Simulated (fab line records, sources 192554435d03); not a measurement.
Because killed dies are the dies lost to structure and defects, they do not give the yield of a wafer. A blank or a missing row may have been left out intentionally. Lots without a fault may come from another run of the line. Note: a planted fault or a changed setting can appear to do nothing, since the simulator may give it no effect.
Lot-split experiment :: flow n5 finfet :: route with 1938 steps; 7 lots, 21 wafers read

== SPLIT DETAILS ==
At N5_FIN_SAQP_SPACER1_ALD_24 (deposits SiO2, target thk 20.3 nm, pulse time 1 s, purge time 2 s), the setting ald cycles was moved away from the recipe's 218 on 7 of the 21 wafers read, by -14.7% to +16.5%. This setting was run at the recipe's value on the other wafers.

== FROM THE SPLIT TO THE READING: what the file shows between them, 2 steps ==
- N5_FIN_SAQP_SPACER1_ETCHBACK_25: etches SiO2 in CHF3/O2, target depth 24.4 nm, time 12.2 s
- N5_FIN_SAQP_MANDREL1_REMOVE_56: chemistry HBr/Cl2/O2, target a-Si, stops on SiNx, bt time 10 s

== THE READING ==
cd nm, in nm, at N5_FIN_SAQP_CD_MEAS_27 (target cd 20 nm). Fault-free wafers of this fab line usually give 20.28 nm, standard deviation 0.23 nm.

wafer: L080.1
tool, chamber at the split: ald sin-02, 2,0
ald cycles as run: 249
against the recipe: +14.2%
cd nm, nm: 23.19
against lot-mates on the recipe: +3.21

wafer: L080.2
tool, chamber at the split: ald sin-02, 2,0
ald cycles as run: 249
against the recipe: +14.2%
cd nm, nm: 22.82
against lot-mates on the recipe: +2.84

wafer: L080.5
tool, chamber at the split: ald sin-02, 0
ald cycles as run: 218
against the recipe: recipe
cd nm, nm: 19.98
against lot-mates on the recipe: -

wafer: L081.1
tool, chamber at the split: ald sin-04, 2,0
ald cycles as run: 218
against the recipe: recipe
cd nm, nm: 20.00
against lot-mates on the recipe: -

wafer: L081.3
tool, chamber at the split: ald sin-04, 1
ald cycles as run: 190
against the recipe: -12.8%
cd nm, nm: 17.84
against lot-mates on the recipe: -2.15

wafer: L081.4
tool, chamber at the split: ald sin-04, 2,0
ald cycles as run: 218
against the recipe: recipe
cd nm, nm: 19.99
against lot-mates on the recipe: -

wafer: L090.1
tool, chamber at the split: ald sin-02, 0,1,2
ald cycles as run: 218
against the recipe: recipe
cd nm, nm: 20.74
against lot-mates on the recipe: -

wafer: L090.5
tool, chamber at the split: ald sin-02, 0,1,2
ald cycles as run: 218
against the recipe: recipe
cd nm, nm: 20.61
against lot-mates on the recipe: -

wafer: L090.6
tool, chamber at the split: ald sin-02, 0,1,2
ald cycles as run: 218
against the recipe: recipe
cd nm, nm: 20.69
against lot-mates on the recipe: -

wafer: L091.2
tool, chamber at the split: ald sin-02, 1,2,3
ald cycles as run: 218
against the recipe: recipe
cd nm, nm: 20.58
against lot-mates on the recipe: -

wafer: L091.5
tool, chamber at the split: ald sin-02, 1,2,3
ald cycles as run: 218
against the recipe: recipe
cd nm, nm: 20.32
against lot-mates on the recipe: -

wafer: L091.6
tool, chamber at the split: ald sin-02, 1,2,3
ald cycles as run: 218
against the recipe: recipe
cd nm, nm: 20.55
against lot-mates on the recipe: -

wafer: L093.2
tool, chamber at the split: ald sin-03, 0,1
ald cycles as run: 218
against the recipe: recipe
cd nm, nm: 20.68
against lot-mates on the recipe: -

wafer: L093.5
tool, chamber at the split: ald sin-03, 0
ald cycles as run: 186
against the recipe: -14.7%
cd nm, nm: 17.12
against lot-mates on the recipe: -3.52

wafer: L093.6
tool, chamber at the split: ald sin-03, 0,1
ald cycles as run: 218
against the recipe: recipe
cd nm, nm: 20.60
against lot-mates on the recipe: -

wafer: L096.1
tool, chamber at the split: ald sin-03, 2
ald cycles as run: 218
against the recipe: recipe
cd nm, nm: 20.54
against lot-mates on the recipe: -

wafer: L096.2
tool, chamber at the split: ald sin-03, 3
ald cycles as run: 218
against the recipe: recipe
cd nm, nm: 20.25
against lot-mates on the recipe: -

wafer: L096.3
tool, chamber at the split: ald sin-03, 1
ald cycles as run: 208
against the recipe: -4.6%
cd nm, nm: 19.32
against lot-mates on the recipe: -1.07

wafer: L097.2
tool, chamber at the split: ald sin-04, 3
ald cycles as run: 218
against the recipe: recipe
cd nm, nm: 20.28
against lot-mates on the recipe: -

wafer: L097.4
tool, chamber at the split: ald sin-04, 0,2
ald cycles as run: 254
against the recipe: +16.5%
cd nm, nm: 23.29
against lot-mates on the recipe: +3.01

wafer: L097.6
tool, chamber at the split: ald sin-04, 0,2
ald cycles as run: 254
against the recipe: +16.5%
cd nm, nm: 23.83
against lot-mates on the recipe: +3.55
If several chambers appear in one row, that row covers several wafers at once and the file leaves open which wafer was in which chamber.

FIT RESULTS
A straight line over all 21 wafers: cd nm changes by +0.197 nm for each +1% of ald cycles; r = +0.99; the points scatter about the line by 0.27 nm.
The same after taking each lot's own level away (the mean of its wafers on the recipe; 21 wafers): +0.206 nm for each +1%; r = +0.99; scatter 0.21 nm.
That fit puts the effect of the largest move of ald cycles on the reading at 3.4 nm.
Measured against the standard deviation above, the lots' own levels, which go from 19.980 to 20.680 nm, span 3.0 times it.
Hence the lot-to-lot level has little effect on the slope; both slopes agree.
Check: with one of the wafers moved furthest among these (+16.5%) left out of the fit, the line predicts +3.51 nm for it against its lot-mates. Against them it came out at +3.01 nm.

== FURTHER SPLITS ON THESE WAFERS ==
Note: prior to the reading, these wafers also went through further splits. Each is held against what the fit with the lots' levels taken away leaves over:
other split on the same wafers: N5_WELL_APT_COAT_02 spin rpm
wafers away from the commonest value: 6
r with cd nm (lot level and that fit taken away): +0.25

other split on the same wafers: N5_PMOS_HMC_CHANNEL_EPI_EXPOSE_06 dose mj
wafers away from the commonest value: 8
r with cd nm (lot level and that fit taken away): -0.15

other split on the same wafers: N5_PMOS_HMC_CHANNEL_EPI_PEB_07 peb temp c
wafers away from the commonest value: 8
r with cd nm (lot level and that fit taken away): +0.11

== THE WHOLE CHAIN: every reading that the file lists as answering this split, in the file's order ==
step: N5_FIN_SAQP_SPACER1_ALD_24
what it does: deposits SiO2, target thk 20.3 nm, pulse time 1 s, purge time 2 s
reading: SiO2_of_FIN_SAQP_SPACER1_ALD_24.thk nm (the simulator's own value, which no gauge read)
change (the file's fit): +0.206 nm for each +1% of the setting
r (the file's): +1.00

step: N5_FIN_SAQP_MANDREL1_REMOVE_56
what it does: chemistry HBr/Cl2/O2, target a-Si, stops on SiNx, bt time 10 s
reading: FIN_SAQP.cd nm (the simulator's own value, which no gauge read)
change (the file's fit): +0.207 nm for each +1% of the setting
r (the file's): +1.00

step: N5_FIN_SAQP_CD_MEAS_27
what it does: target cd 20 nm
reading: cd nm
change (the file's fit): +0.207 nm for each +1% of the setting
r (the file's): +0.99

== THE FILE'S OWN FIT ==
cd nm changes by +0.207 nm for each +1% of ald cycles, r = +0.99.
